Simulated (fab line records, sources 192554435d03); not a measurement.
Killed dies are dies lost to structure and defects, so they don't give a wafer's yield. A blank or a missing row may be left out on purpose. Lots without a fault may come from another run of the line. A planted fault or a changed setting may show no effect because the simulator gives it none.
Chamber matching | flow n5_finfet | N5_FIN_SAQP_ETCH_34 on rie_diel-01: 4 sister chambers
The step etches SiO2 in C4F6/O2, target depth 45 nm, time 15 s. 7 wafers are shown with their chamber, then 7 later ones without.

WAFERS WITH THEIR CHAMBER
wafer  | chamber | rf_vpp_V (V) | showerhead_plenum_p_Torr (Torr)
L089.1 | 2       | 702          | 2.90
L089.6 | 0       | 720          | 2.79
L090.1 | 1       | 656          | 2.84
L090.3 | 3       | 716          | 2.94
L090.5 | 1       | 655          | 2.84
L093.2 | 0       | 720          | 2.79
L093.3 | 2       | 701          | 2.89

WAFERS WITHOUT THEIR CHAMBER
wafer  | rf_vpp_V (V) | showerhead_plenum_p_Torr (Torr)
L093.5 | 702          | 2.89
L096.2 | 714          | 2.94
L096.4 | 701          | 2.89
L096.6 | 655          | 2.84
L097.3 | 714          | 2.93
L097.5 | 714          | 2.93
L097.6 | 702          | 2.89

WHICH CHAMBER EACH WENT THROUGH
wafer  | from the rows above | in truth
L093.5 | 2                   | 2
L096.2 | 3                   | 3
L096.4 | 2                   | 2
L096.6 | 1                   | 1
L097.3 | 3                   | 3
L097.5 | 3                   | 3
L097.6 | 2                   | 2
Placed correctly: 7 of 7. Can't be placed from these rows: 0. Placed wrongly: 0.
How it was worked out, from the rows above alone: a wafer's distance from a chamber is the root of the sum, over the readings, of the square of ((its reading less the chamber's mean) divided by the reading's scatter). The wafer belongs to the nearest chamber; if the next one is less than 2 further off, it can't be placed. A chamber's mean is the mean of its shown wafers. The scatter: the root of (the sum of the squares of (reading less its chamber's mean) over the shown wafers, divided by (wafers less chambers)).
